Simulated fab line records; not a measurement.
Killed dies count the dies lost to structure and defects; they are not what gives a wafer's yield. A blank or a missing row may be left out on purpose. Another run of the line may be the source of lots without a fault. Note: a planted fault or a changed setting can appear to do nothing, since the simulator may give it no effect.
Matching of chambers	flow n5 finfet	N5_FIN_SAQP_ETCH_51 on rie diel-04 has 4 sister chambers
The step etches SiARC in CF4, target depth 45.5 nm, time 75.8 s. 18 wafers are shown with their chamber, then 9 later ones without.

== WAFERS, EACH WITH ITS CHAMBER ==
wafer	chamber	drypump motor current A (A)	showerhead plenum p Torr (Torr)	throttle valve pct (%)
L076.1	2	5.4	2.22	15.99
L076.2	1	5.3	2.17	15.22
L076.4	0	6.4	2.04	15.85
L077.1	3	6.5	2.23	15.36
L077.2	1	5.3	2.17	15.21
L077.5	1	5.3	2.17	15.21
L080.3	3	6.5	2.23	15.39
L080.5	0	6.4	2.03	15.88
L080.6	3	6.5	2.23	15.37
L083.1	3	6.5	2.23	15.41
L083.4	0	6.4	2.03	15.88
L083.6	3	6.4	2.23	15.41
L086.1	0	6.4	2.03	15.92
L086.4	3	6.5	2.23	15.41
L086.6	1	5.3	2.16	15.25
L087.2	3	6.5	2.22	15.41
L087.3	2	5.4	2.21	16.04
L087.5	1	5.3	2.16	15.26

SIGNATURES (averages over the wafers above)
reading	chamber 0	chamber 1	chamber 2	chamber 3	scatter within a chamber
drypump motor current A	6.400	5.300	5.400	6.486	0.0247
showerhead plenum p Torr	2.0325	2.1660	2.2150	2.2286	0.00486
throttle valve pct	15.8825	15.2300	16.0150	15.3943	0.0249
Rule: distance of a wafer from a chamber = root of the sum over the readings of ((wafer's reading minus chamber's mean) / reading's scatter) squared. The wafer belongs to the nearest chamber; if the next one is less than 2 further off, it can't be placed. The scatter: the root of (the sum of the squares of (reading less its chamber's mean) over the shown wafers, divided by (wafers less chambers)).

== WAFERS WHOSE CHAMBER IS MISSING ==
wafer	drypump motor current A (A)	showerhead plenum p Torr (Torr)	throttle valve pct (%)
L091.1	6.4	2.03	15.91
L091.4	6.5	2.22	15.42
L091.6	6.4	2.03	15.94
L093.1	5.3	2.16	15.27
L093.3	5.5	2.21	16.07
L093.5	5.3	2.16	15.28
L097.4	6.5	2.22	15.46
L097.5	6.5	2.22	15.46
L097.6	6.4	2.28	15.46

== WHICH CHAMBER EACH WENT THROUGH ==
wafer	from the rows above	in truth
L091.1	0	0
L091.4	3	3
L091.6	0	0
L093.1	1	1
L093.3	2	2
L093.5	1	1
L097.4	3	3
L097.5	3	3
L097.6	3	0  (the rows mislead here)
Placed correctly: 8 of 9. Not placeable from these rows: 0. Placed wrongly: 1.
